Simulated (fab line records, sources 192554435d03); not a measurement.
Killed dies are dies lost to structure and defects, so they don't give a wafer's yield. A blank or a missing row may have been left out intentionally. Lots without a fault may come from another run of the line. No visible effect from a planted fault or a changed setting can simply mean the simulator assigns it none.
Which of the tools did it? -- flow n5 finfet -- Sampling: 12 lots, 36 wafers, 4 of 1938 route steps

## WHAT EACH GAUGE READ, for each wafer
N5_BEOL_M5_THK_MEAS_53: measures by xrf.
lot,measured,on,M5_THK (nm)
L077,day 8 21:58,film metro-01,57.3 57.0 58.4
L076,day 9 00:02,film metro-02,59.7 61.6 58.1
L079,day 10 00:53,film metro-02,62.6 62.8 58.6
L081,day 10 08:40,film metro-01,60.0 58.2 58.4
L083,day 11 02:01,film metro-01,60.2 60.2 60.0
L086,day 11 09:10,film metro-01,62.3 61.5 57.7
L087,day 12 06:13,film metro-02,61.0 59.7 62.4
L090,day 12 14:43,film metro-02,60.8 60.5 62.9
L089,day 13 04:23,film metro-02,61.4 61.8 63.0
L093,day 13 12:40,film metro-01,60.4 61.9 59.7
L094,day 13 23:40,film metro-02,62.3 63.1 64.2
L097,day 14 19:01,film metro-02,60.0 58.1 59.5

## EACH LOT AND THE TOOL THAT RAN IT (in order: tool; ch and the chambers of the sampled wafers; start)
lot,N5_BEOL_M4_ALD_84,N5_BEOL_M5_SURFACE_TREAT_87,N5_BEOL_M5_ANNEAL_49
L077,"ald metal-03 ch 0,3, day 8 05:50","pvd sputter-03, day 8 16:08","pvd sputter-01, day 8 16:30"
L076,"ald metal-03 ch 1,2,3, day 8 09:02","pvd sputter-02, day 8 18:20","pvd sputter-02, day 8 18:58"
L079,"ald metal-01 ch 0,2,3, day 9 03:42","pvd sputter-01, day 9 16:20","pvd sputter-01, day 9 19:50"
L081,"ald metal-02 ch 0,1,2, day 9 13:35","pvd sputter-01, day 10 03:17","pvd sputter-02, day 10 03:35"
L083,"ald metal-03 ch 0,1,3, day 10 11:38","pvd sputter-03, day 10 20:40","pvd sputter-03, day 10 20:58"
L086,"ald metal-01 ch 1,2,3, day 10 17:58","pvd sputter-01, day 11 03:17","pvd sputter-01, day 11 03:42"
L087,"ald metal-03 ch 2,3, day 11 11:28","pvd sputter-02, day 11 20:47","pvd sputter-03, day 11 21:07"
L090,"ald metal-01 ch 1,2,3, day 11 22:27","pvd sputter-02, day 12 09:14","pvd sputter-01, day 12 09:39"
L089,"ald metal-02 ch 0,1,2, day 12 14:12","pvd sputter-03, day 12 22:55","pvd sputter-02, day 12 23:19"
L093,"ald metal-02 ch 1,2,3, day 12 22:22","pvd sputter-01, day 13 07:11","pvd sputter-01, day 13 07:31"
L094,"ald metal-03 ch 0,3, day 13 06:59","pvd sputter-02, day 13 18:13","pvd sputter-03, day 13 18:36"
L097,"ald metal-03 ch 2,3, day 14 00:18","pvd sputter-03, day 14 13:36","pvd sputter-03, day 14 13:58"
- N5_BEOL_M4_ALD_84: deposits TaN, pulse time 2 s, purge time 3 s, co reactant purge time 2 s.
- N5_BEOL_M5_SURFACE_TREAT_87
- N5_BEOL_M5_ANNEAL_49: time 1800 s.

## THE ANSWER, worked out from the rows above alone
Rule: usual is defined by the lots themselves. Put in order of their means at a reading, lots are off if they are a third of the lots or fewer, leave a main group of 4 or more, and stand apart from it by a gap of 3 or more times the standard deviation of the main group's means; of several such gaps the widest counts. A main group is skipped when, at the precision printed for the reading in the tables above, its means are all equal. Also off: a lot with no number at a reading for which 4 or more lots have one. All remaining lots with rows at the step are treated as sound.
None of the lots is off at any reading shown; this tells nothing.

## WHAT WAS PUT IN BY THE SIMULATOR
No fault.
